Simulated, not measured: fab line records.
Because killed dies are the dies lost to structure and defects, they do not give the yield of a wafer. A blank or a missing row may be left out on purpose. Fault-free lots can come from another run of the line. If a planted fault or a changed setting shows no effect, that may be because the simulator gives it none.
fab line records | flow n5_finfet
record: lots: 6 wafers: 18 last_day: 20
route steps=1938 shown BEOL_M4@1052
lots with no fault: from the same line, run without faults
start_h: hours from the record's first day to the start of the lot's first wafer shown | wait_h: how many hours have passed since the lot's step before this one | " identical to the entry in the row above | L1.1+2: several wafers, shown together as one row | - no value present, or no start provided | * or withheld: withheld | < > ~ a bound
route shown NAME@n: names a module that has steps shown in the file, with the first one's number in the route | usual: mean/standard deviation of fault-free wafers | same: alike in all rows | chamber/n: place in a boat | sites: the reading at each site | _std_site: standard deviation across them | _edge_site: inner sites' mean taken away from outer sites' mean | radius_mm: for every site, how far away it sits from the centre of the wafer | mask NAME#n: copy n | behind: tool/chamber where the wafer was last shaped | hold: reason for holding the lot/hours on hold/outcome of the hold | device: transistor that didn't switch, given as n, p or np | end of line: the same wafers' tests at the end of the route | a step without rows: its recipe alone | killed: at the first sort, the dies lost to defects and structure; wafer yield is something else | map: shows each die of a wafer: x if killed, . if not, _ if none is there
set.NAME: the setting that was run; set.NAME@STEP: the one run at that earlier step | model.NAME: the simulator's own value behind a step, which no gauge read
a table for each step, a row for each wafer; lots at some steps of the route
services: from which hour (start_h, from the record's first day; less than 0 if before it) a tool's chamber was out of use, for how many hours, and why
== steps ==
step: N5_BEOL_M4_SOFTBAKE_23
recipe: temp_c: 110 time_s: 60 resist: CAR-EUV
step: N5_BEOL_M4_EXPOSE_25
recipe: mask_id: V3 na: 0.33 source_shape: quasar sigma_inner: 0.2 sigma_outer: 0.8 polarization: unpolarized defocus_nm: 5 dose_mj: 63
step: N5_BEOL_M4_PEB_26
recipe: peb_temp_c: 100 peb_time_s: 60 resist: CAR-EUV
step: N5_BEOL_M4_DEVELOP_27
recipe: develop_time_s: 30 developer: TMAH resist: CAR-EUV rinse_liquid: surfactant_rinse dry: air_spin dev_temp_c: 23
step: N5_BEOL_M4_CD_MEAS_28
recipe: target_cd_nm: 26.2 landing_energy_ev: 500 detector: se_inlens target_cd_y_nm: 24.1 polarity: opening
usual: cd_nm: 26.27/0.24
columns lot.wafer tool chamber start_h wait_h cd_nm
L926.3 cd_sem-03 0 221.31 - 26.03
L926.4 " 0 " " 26.35
L926.6 " 0 " " 25.98
L927.2 cd_sem-02 0 222.93 - 26.02
L927.5 " 0 " " 26.11
L927.6 " 0 " " 26.20
L929.3 cd_sem-02 0 236.32 - 26.16
L929.4 " 0 " " 26.68
L929.6 " 0 " " 26.60
L941.1 cd_sem-01 0 266.47 - 26.53
L941.5 " 0 " " 26.28
L941.6 " 0 " " 26.55
L945.2 cd_sem-01 0 344.32 - 26.39
L945.4 " 0 " " 26.57
L945.5 " 0 " " 26.17
L943.3 cd_sem-01 0 345.92 - 26.57
L943.4 " 0 " " 26.26
L943.5 " 0 " " 26.43
step: N5_BEOL_M4_OVL_MEAS_29
recipe: points_per_wafer: 522
usual: V3_OVL: 0.4/0.66
columns lot.wafer tool chamber start_h wait_h V3_OVL[nm]
L926.3 overlay-01 0 221.35 0.0 0.1
L926.4 " 0 " " 0.6
L926.6 " 0 " " 2.0
L927.2 overlay-01 0 222.97 0.0 -0.6
L927.5 " 0 " " 0.4
L927.6 " 0 " " -0.1
L929.3 overlay-01 0 236.36 0.0 0.6
L929.4 " 0 " " -0.2
L929.6 " 0 " " -0.2
L941.1 overlay-02 0 266.50 0.0 0.7
L941.5 " 0 " " 1.0
L941.6 " 0 " " 0.8
L945.2 overlay-01 0 344.35 0.0 1.6
L945.4 " 0 " " 0.1
L945.5 " 0 " " 0.9
L943.3 overlay-01 0 345.96 0.0 1.0
L943.4 " 0 " " 0.6
L943.5 " 0 " " 0.8
step: N5_BEOL_M4_INSPECT_30
recipe: mode: adi inspect_instrument: brightfield
usual: raw_defect_count: 420/110
columns lot.wafer tool chamber start_h wait_h raw_defect_count
L926.3 defect_inspect-01 - 221.39 0.0 375
L926.4 " - " " 452
L926.6 " - " " 522
L927.2 defect_inspect-01 - 223.02 0.0 515
L927.5 " - " " 694
L927.6 " - " " 403
L929.3 defect_inspect-01 - 236.41 0.0 433
L929.4 " - " " 400
L929.6 " - " " 501
L941.1 defect_inspect-02 - 266.56 0.1 272
L941.5 " - " " 386
L941.6 " - " " 308
L945.2 defect_inspect-02 - 344.40 0.0 408
L945.4 " - " " 420
L945.5 " - " " 465
L943.3 defect_inspect-01 - 346.01 0.0 244
L943.4 " - " " 481
L943.5 " - " " 386
step: N5_BEOL_M4_DESCUM_33
recipe: chemistry: O2 time_s: 7 source_power_w: 50 bias_power_w: 20 pressure_mtorr: 20 rf_frequency_hz: 2.712e+07 temp_c: 40 resist: CAR-EUV o2_flow_sccm: 225
usual: drypump_motor_current_A: 5.8/0.43 oes_product_au: 0.74/0.072 rf_vpp_V: 243.3/1.1 showerhead_plenum_p_Torr: 2.09/0.04 throttle_valve_pct: 20.40/0.16
columns lot.wafer tool chamber start_h wait_h drypump_motor_current_A oes_product_au rf_hours_counter_h rf_vpp_V showerhead_plenum_p_Torr throttle_valve_pct
L926.3 rie_diel-04 1 221.43 0.0 5.4 0.69 224 245.6 2.14 20.35
L926.4 " 3 " " 5.3 0.66 232 245.4 2.14 20.54
L926.6 " 2 " " 6.2 0.72 - 242.6 2.08 20.46
L927.2 rie_diel-05 0 223.06 0.0 6.1 0.73 147 244.6 2.09 20.49
L927.5 " 0 " " 6.1 0.74 - 243.8 2.09 20.46
L927.6 " 1 " " 6.3 0.85 - 243.8 2.04 20.17
L929.3 rie_diel-04 0 236.67 0.3 6.0 0.66 247 241.3 2.06 20.32
L929.4 " 0 " " 6.0 0.66 - 243.8 2.06 20.33
L929.6 " 1 " " 5.3 0.69 - 243.8 2.14 20.37
L941.1 rie_diel-05 2 266.59 0.0 5.7 0.71 230 242.5 2.07 20.32
L941.5 " 3 " " 5.5 0.73 - 243.9 2.16 20.35
L941.6 " 2 " " 5.7 0.70 - 243.7 2.07 20.34
L945.2 rie_diel-02 2 344.44 0.0 4.9 0.69 229 242.9 2.07 20.76
L945.4 " 1 " " 5.7 0.68 241 242.2 2.05 20.56
L945.5 " 2 " " 4.9 0.69 - 241.5 2.07 20.74
L943.3 rie_diel-04 0 346.06 0.1 6.0 0.88 29 242.9 2.05 20.04
L943.4 " 2 " " 6.3 0.70 - 243.6 2.07 20.52
L943.5 " 0 " " 6.0 0.89 - 241.0 2.05 20.05
step: N5_BEOL_M4_ETCH_77
recipe: chemistry: N2/H2 target: underlayer target_depth_a: 65 mask_material: CAR-EUV time_s: 5.2 ion_energy_ev: 200 pressure_mtorr: 30 source_w: 840 bias_w: 150 n2_flow_sccm: 200 h2_flow_sccm: 200 ends: cleared
usual: drypump_motor_current_A: 5.8/0.43 etch_rf_on_time_s: 5.19/0.064 oes_product_au: 0.63/0.059 rf_fwd_power_W: 819.5/2.7 rf_vpp_V: 523.8/1.9 showerhead_plenum_p_Torr: 2.54/0.053 throttle_valve_pct: 17.84/0.2
columns lot.wafer tool chamber start_h wait_h drypump_motor_current_A etch_rf_on_time_s oes_product_au rf_fwd_power_W rf_hours_counter_h rf_vpp_V showerhead_plenum_p_Torr throttle_valve_pct
L926.3 rie_diel-04 1 221.46 0.0 5.3 5.26 0.59 820.6 224 524.3 2.62 17.86
L926.4 " 3 " " 5.3 5.29 0.57 818.2 232 524.1 2.61 18.09
L926.6 " 2 " " 6.2 5.20 0.61 822.1 - 521.5 2.52 17.84
L927.2 rie_diel-05 0 223.10 0.0 6.1 5.23 0.63 821.0 147 525.5 2.54 17.87
L927.5 " 0 " " 6.1 5.20 0.63 820.0 - 523.3 2.54 17.89
L927.6 " 1 " " 6.3 5.18 0.71 820.9 - 522.5 2.48 17.45
L929.3 rie_diel-04 0 236.70 0.0 6.0 5.26 0.56 812.8 247 522.0 2.50 17.87
L929.4 " 0 " " 6.0 5.24 0.56 811.5 - 521.1 2.51 17.85
L929.6 " 1 " " 5.3 5.24 0.58 819.1 - 524.8 2.62 17.87
L941.1 rie_diel-05 2 266.63 0.0 5.7 5.21 0.60 812.3 230 523.0 2.51 17.76
L941.5 " 3 " " 5.5 5.30 0.61 819.6 - 524.3 2.63 17.84
L941.6 " 2 " " 5.7 5.13 0.60 814.5 - 522.8 2.51 17.76
L945.2 rie_diel-02 2 344.47 0.0 4.9 5.33 0.59 821.0 229 520.6 2.51 18.25
L945.4 " 1 " " 5.7 5.27 0.58 822.4 241 521.8 2.51 18.10
L945.5 " 2 " " 4.9 5.31 0.58 819.6 - 524.4 2.51 18.27
L943.3 rie_diel-04 0 346.10 0.0 6.0 5.07 0.74 817.3 29 520.9 2.49 17.54
L943.4 " 2 " " 6.3 5.17 0.59 821.5 - 522.0 2.50 17.93
L943.5 " 0 " " 6.0 5.05 0.75 818.1 - 521.4 2.49 17.50
step: N5_BEOL_M4_ETCH_69
recipe: chemistry: CF4 target: SiARC target_depth_a: 156 mask_material: CAR-EUV time_s: 26 ion_energy_ev: 80 pressure_mtorr: 40 source_w: 545 bias_w: 36 Ar_flow_sccm: 100 cf4_flow_sccm: 100 ends: cleared
usual: drypump_motor_current_A: 5.8/0.43 etch_rf_on_time_s: 26.08/0.27 oes_product_au: 0.63/0.06 rf_fwd_power_W: 531.3/1.6 rf_vpp_V: 184.2/0.96 showerhead_plenum_p_Torr: 2.14/0.041 throttle_valve_pct: 15.63/0.17
columns lot.wafer tool chamber start_h wait_h drypump_motor_current_A etch_rf_on_time_s oes_product_au rf_fwd_power_W rf_hours_counter_h rf_vpp_V showerhead_plenum_p_Torr throttle_valve_pct
L926.3 rie_diel-04 1 221.48 0.0 5.3 26.14 0.59 530.9 224 184.4 2.20 15.64
L926.4 " 3 " " 5.4 26.20 0.58 532.5 232 184.2 2.21 15.86
L926.6 " 2 " " 6.3 26.09 0.62 533.5 - 182.7 2.12 15.66
L927.2 rie_diel-05 0 223.11 0.0 6.1 25.90 0.63 528.1 147 185.2 2.14 15.67
L927.5 " 0 " " 6.1 26.27 0.62 528.7 - 184.6 2.14 15.66
L927.6 " 1 " " 6.3 26.01 0.72 529.6 - 182.7 2.09 15.36
L929.3 rie_diel-04 0 236.72 0.0 6.0 26.08 0.57 531.5 247 184.4 2.11 15.64
L929.4 " 0 " " 6.0 26.05 0.57 531.1 - 185.0 2.11 15.60
L929.6 " 1 " " 5.3 26.19 0.59 529.9 - 185.3 2.20 15.66
L941.1 rie_diel-05 2 266.64 0.0 5.7 25.95 0.59 530.8 230 185.6 2.12 15.54
L941.5 " 3 " " 5.5 26.34 0.61 531.6 - 185.0 2.21 15.65
L941.6 " 2 " " 5.7 25.84 0.60 531.9 - 184.4 2.12 15.55
L945.2 rie_diel-02 2 344.49 0.0 4.9 26.34 0.59 530.5 229 183.6 2.12 15.97
L945.4 " 1 " " 5.7 26.09 0.59 529.8 241 184.1 2.12 15.87
L945.5 " 2 " " 4.9 26.33 0.58 532.3 - 182.6 2.12 15.97
L943.3 rie_diel-04 0 346.12 0.0 6.0 25.60 0.75 532.3 29 183.8 2.10 15.21
L943.4 " 2 " " 6.2 25.96 0.60 532.0 - 183.2 2.11 15.76
L943.5 " 0 " " 6.0 25.73 0.75 531.9 - 183.1 2.10 15.22
step: N5_BEOL_M4_ALD_98
recipe: material: SiO2 target_thk_a: 25 temp_c: 100 ald_precursor_family: BDEAS ald_co_reactant: O2-plasma pulse_time_s: 1 co_reactant_pulse_time_s: 1 purge_time_s: 2 co_reactant_purge_time_s: 2 ald_cycles: 17 pressure_torr: 2
usual: heater_power_w: 78/9.2 precursor_pulse_height_rel: 1.001/0.021
same: pulse_time_s: 1
columns lot.wafer tool chamber start_h wait_h heater_power_w precursor_pulse_height_rel
L926.3 ald_sin-01 2 222.05 0.5 81 1.011
L926.4 " 2 " " 82 0.987
L926.6 " 3 " " 78 1.023
L927.2 ald_sin-01 3 223.20 0.1 78 1.028
L927.5 " 1 " " 68 0.987
L927.6 " 2 " " 80 0.929
L929.3 ald_sin-02 3 236.94 0.2 71 0.975
L929.4 " 0 " " 73 0.990
L929.6 " 2 " " 61 0.995
L941.1 ald_sin-01 0 266.76 0.1 82 1.004
L941.5 " 3 " " 77 0.985
L941.6 " 2 " " 80 0.984
L945.2 ald_sin-03 3 344.57 0.1 80 1.034
L945.4 " 1 " " 84 0.963
L945.5 " 2 " " 97 0.984
L943.3 ald_sin-02 1 346.20 0.1 83 0.999
L943.4 " 3 " " 74 1.022
L943.5 " 2 " " 61 0.981
step: N5_BEOL_M4_ETCHBACK_99
recipe: chemistry: CHF3 target: SiO2 target_depth_a: 50 time_s: 10.4 source_w: 215 bias_w: 47 Ar_flow_sccm: 200 CHF3_flow_sccm: 12 ion_energy_ev: 100 pressure_mtorr: 30
usual: drypump_motor_current_A: 5.7/0.43 oes_product_au: 0.77/0.096 rf_vpp_V: 241.6/2.3 showerhead_plenum_p_Torr: 2.16/0.04 throttle_valve_pct: 17.07/0.21
columns lot.wafer tool chamber start_h wait_h drypump_motor_current_A oes_product_au rf_hours_counter_h rf_vpp_V showerhead_plenum_p_Torr throttle_valve_pct
L926.3 rie_diel-04 1 248.33 26.2 5.3 0.68 235 242.2 2.21 17.14
L926.4 " 3 " " 5.3 0.66 - 234.3 2.22 17.32
L926.6 " 1 " " 5.3 0.69 - 243.7 2.21 17.14
L927.2 rie_diel-05 2 254.35 31.1 5.7 0.70 225 239.9 2.13 17.00
L927.5 " 3 " " 5.5 0.72 - 241.8 2.23 17.08
L927.6 " 2 " " 5.7 0.70 - 241.0 2.13 17.00
L929.3 rie_diel-04 3 260.99 24.0 5.3 0.66 246 237.0 2.21 17.34
L929.4 " 2 " " 6.2 0.72 - 241.9 2.12 17.12
L929.6 " 1 " " 5.3 0.67 - 243.5 2.21 17.12
L941.1 rie_diel-05 2 291.66 24.8 5.7 0.70 237 240.6 2.13 17.04
L941.5 " 2 " " 5.7 0.69 - 239.2 2.13 17.03
L941.6 " 3 " " 5.5 0.71 - 240.0 2.22 17.10
L945.2 rie_diel-02 2 353.33 8.7 4.9 0.68 233 242.7 2.12 17.41
L945.4 " 0 " " 6.2 0.76 129 242.1 2.15 17.06
L945.5 " 0 " " 6.2 0.77 - 240.8 2.15 17.06
L943.3 rie_diel-04 3 362.74 16.5 5.3 0.90 27 236.6 2.20 16.95
L943.4 " 3 " " 5.3 0.90 - 235.2 2.20 16.92
L943.5 " 1 " " 5.3 0.91 - 242.8 2.20 16.72
step: N5_BEOL_M4_ETCH_70
recipe: chemistry: N2/H2 target: SOC target_depth_a: 800 overetch_a: 240 mask_material: SiARC temp_c: 40 time_s: 130 ion_energy_ev: 200 pressure_mtorr: 30 source_w: 840 bias_w: 150 n2_flow_sccm: 200 h2_flow_sccm: 200
usual: drypump_motor_current_A: 5.7/0.43 oes_product_au: 0.57/0.069 rf_fwd_power_W: 835.5/2.6 rf_vpp_V: 524.1/1.5 showerhead_plenum_p_Torr: 2.55/0.048 throttle_valve_pct: 17.81/0.2
columns lot.wafer tool chamber start_h wait_h drypump_motor_current_A oes_product_au rf_fwd_power_W rf_hours_counter_h rf_vpp_V showerhead_plenum_p_Torr throttle_valve_pct model.SiARC_of_BEOL_M4_COAT_68.thk_nm
L926.3 rie_diel-04 1 248.36 0.0 5.3 0.50 1042.0 235 490.1 2.62 17.82 5
L926.4 " 3 " " 5.4 0.50 1037.9 - 489.7 2.61 18.05 5.2
L926.6 " 1 " " 5.3 0.50 1043.7 - 488.5 2.62 17.85 5
L927.2 rie_diel-05 2 254.38 0.0 5.7 0.52 837.6 225 523.0 2.51 17.66 6
L927.5 " 3 " " 5.5 0.54 831.4 - 526.5 2.63 17.81 6
L927.6 " 2 " " 5.7 0.52 835.7 - 523.1 2.51 17.68 6
L929.3 rie_diel-04 3 261.03 0.0 5.3 0.49 1033.1 246 489.1 2.61 18.05 5.4
L929.4 " 2 " " 6.2 0.53 1040.0 - 487.8 2.51 17.83 5
L929.6 " 1 " " 5.3 0.49 1034.3 - 488.9 2.61 17.83 5.2
L941.1 rie_diel-05 2 291.69 0.0 5.7 0.52 833.0 237 523.1 2.50 17.71 5.8
L941.5 " 2 " " 5.7 0.51 836.5 - 522.1 2.50 17.72 5.8
L941.6 " 3 " " 5.5 0.53 835.1 - 525.7 2.63 17.81 6
L945.2 rie_diel-02 2 353.37 0.0 4.9 0.51 834.7 233 522.1 2.51 18.20 5.8
L945.4 " 0 " " 6.2 0.57 830.8 129 525.3 2.54 17.79 6
L945.5 " 0 " " 6.2 0.57 836.7 - 524.5 2.54 17.80 6
L943.3 rie_diel-04 3 362.78 0.0 5.3 0.66 835.9 27 525.8 2.59 17.72 5.8
L943.4 " 3 " " 5.3 0.66 837.3 - 524.7 2.59 17.71 5.8
L943.5 " 1 " " 5.3 0.67 833.0 - 526.8 2.60 17.45 6
step: N5_BEOL_M4_STRIP_71
recipe: chemistry: N2/H2 temp_c: 40 n2_flow_sccm: 200 h2_flow_sccm: 200 rf_frequency_hz: 6e+07
step: N5_BEOL_M4_RC_MEAS_101
usual: DIBL_N: 36.0/1.3 DIBL_P: 36.2/1.7 IOFF_N: 0.155/0.024 IOFF_P: 0.21/0.034 ION_N: 674/9 ION_P: 463/7.1 SS_N: 71.4/0.5 SS_P: 73.4/0.57 VT_N: 250.0/2.8 VT_P: -251/3.2
columns lot.wafer tool chamber start_h wait_h DIBL_N[mV/V] DIBL_P[mV/V] IOFF_N[nA/um] IOFF_P[nA/um] ION_N[uA/um] ION_P[uA/um] SS_N[mV/dec] SS_P[mV/dec] VT_N[mV] VT_P[mV]
L926.3 prober-02 0 252.81 0.3 36.0 35.1 0.147 0.21 676 463 71.9 73.2 251.1 -249
L926.4 " 0 " " 34.5 32.7 0.123 0.17 666 459 70.7 72.8 253.5 -251
L926.6 " 0 " " 37.1 35.9 0.156 0.21 682 467 71.8 73.2 249.4 -250
L927.2 prober-01 0 258.69 0.2 35.1 36.7 0.147 0.21 679 468 71.7 73.2 252.9 -251
L927.5 " 0 " " 35.3 36.2 0.147 0.21 676 464 71.3 73.6 249.4 -251
L927.6 " 0 " " 37.6 39.5 0.193 0.27 686 476 71.2 74.4 248.3 -246
L929.3 prober-02 0 266.12 0.3 36.2 36.6 0.155 0.21 678 466 71.7 74.1 250.0 -248
L929.4 " 0 " " 34.7 34.7 0.128 0.18 679 466 71.3 73.0 250.6 -251
L929.6 " 0 " " 36.4 36.1 0.148 0.20 679 470 72.3 73.0 248.2 -250
L941.1 prober-02 0 295.87 0.0 37.2 37.1 0.167 0.27 682 473 71.1 73.8 246.3 -246
L941.5 " 0 " " 38.9 39.1 0.200 0.32 689 483 71.7 74.3 245.4 -243
L941.6 " 0 " " 39.7 40.0 0.219 0.33 702 479 71.8 74.2 245.5 -242
L945.2 prober-01 0 358.65 0.2 34.1 33.9 0.122 0.16 663 453 71.8 72.9 256.2 -257
L945.4 " 0 " " 35.1 35.0 0.140 0.17 657 447 71.4 72.9 251.9 -254
L945.5 " 0 " " 34.3 34.7 0.136 0.17 669 459 71.5 73.0 253.0 -255
L943.3 prober-01 0 369.74 0.3 36.5 37.8 0.169 0.22 677 467 72.0 73.8 246.4 -251
L943.4 " 0 " " 36.6 38.2 0.188 0.24 689 471 72.0 73.6 246.5 -249
L943.5 " 0 " " 36.4 37.4 0.172 0.22 679 462 71.7 73.4 246.8 -250
== services ==
columns tool chamber start_h hours kind
rie_diel-05 1 217.15 4.6 repair
rie_diel-02 1 217.15 5.2 repair
rie_diel-04 3 230.56 7.6 repair
rie_diel-04 0 244.50 - clean
rie_diel-04 0 244.50 - consumable_replace:focus_ring
rie_diel-04 0 244.50 19.1 scheduled_down
rie_diel-04 0 244.50 19.1 vent_cycle
ald_sin-02 1 258.32 3.4 repair
rie_diel-04 2 263.68 2.8 repair
ald_sin-02 - 268.78 14.0 pm
rie_diel-04 3 271.32 - clean
rie_diel-04 3 271.32 - consumable_replace:focus_ring
rie_diel-04 3 271.32 13.8 scheduled_down
rie_diel-04 3 271.32 13.8 vent_cycle
rie_diel-04 - 278.67 4.3 pm
ald_sin-03 - 290.39 0.3 repair
ald_sin-03 0 295.38 20.7 repair
ald_sin-01 3 301.21 6.0 repair
rie_diel-05 1 302.74 4.3 repair
rie_diel-02 2 303.28 3.9 repair
ald_sin-02 - 306.93 6.1 pm
ald_sin-01 - 307.08 1.4 repair
ald_sin-02 2 336.39 5.1 repair
ald_sin-03 - 362.29 2.9 repair
== key ==
first_sign: step: N5_BEOL_M4_ETCH_70 reading: rf_fwd_power_W direction: up sigmas: 77 usual: * struck: *
effect: step: N5_BEOL_M4_ETCH_70 reading: rf_vpp_V direction: down sigmas: 23 usual: 524.1 struck: 489.0
model_effect: step: N5_BEOL_M4_ETCH_70 value: SiARC_of_BEOL_M4_COAT_68.thk_nm without: 5.9 struck: 5.133
met_at N5_BEOL_M4_ETCH_70
struck_wafers L926.3,L926.4,L926.6,L929.3,L929.4,L929.6
fault: kind: process_parameter_drift tool: rie_diel-04 chamber: - onset_h: 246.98 steps: N5_BEOL_M4_ETCH_70 channel: source_w offset: 201.6 shape: step end_h: 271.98 acts_in: these_recipes_only stated: 840
